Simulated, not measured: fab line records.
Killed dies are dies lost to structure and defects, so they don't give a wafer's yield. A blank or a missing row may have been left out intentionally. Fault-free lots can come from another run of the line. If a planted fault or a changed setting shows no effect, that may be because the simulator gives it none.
Chamber matching -- flow nandHarc -- NHARC_A_CHANNEL_FILL_D2_ALD_16 on aldHk-03 has 4 sister chambers
The step deposits SiO2, target thk 1.5 nm, pulse time 10 s, ald cycles 15. 4 wafers are shown with their chamber, then 8 later ones without.

## WAFERS, EACH WITH ITS CHAMBER
wafer,chamber,heaterPowerW (W)
L080.3,3,476
L087.4,0,435
L087.6,2,419
L089.2,1,344

## WAFERS WITHOUT THEIR CHAMBER
wafer,heaterPowerW (W)
L089.5,457
L089.6,430
L092.1,351
L092.4,431
L092.5,338
L096.2,437
L096.3,443
L096.6,450

## WHICH CHAMBER EACH ONE RAN IN
wafer,from the rows above,in truth
L089.5,can't be placed: 3 or 0 or 2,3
L089.6,can't be placed: 0 or 2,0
L092.1,1,1
L092.4,can't be placed: 0 or 2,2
L092.5,1,1
L096.2,can't be placed: 0 or 2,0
L096.3,can't be placed: 0 or 2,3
L096.6,can't be placed: 0 or 3 or 2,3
Correctly placed: 2 of 8. Cannot be placed on the basis of these rows: 6; the candidates contain the true chamber in 5. Placed wrongly: 0.
How it was worked out, from the rows above alone: a wafer's distance from a chamber is the root of the sum, over the readings, of the square of ((its reading less the chamber's mean) divided by the reading's scatter). The wafer belongs to the nearest chamber; if the next one is less than 2 further off, it can't be placed. The mean given for a chamber averages the wafers shown for that chamber. The scatter: root of mean squared gap, hidden wafer to nearest shown wafer, with one shown wafer a chamber.
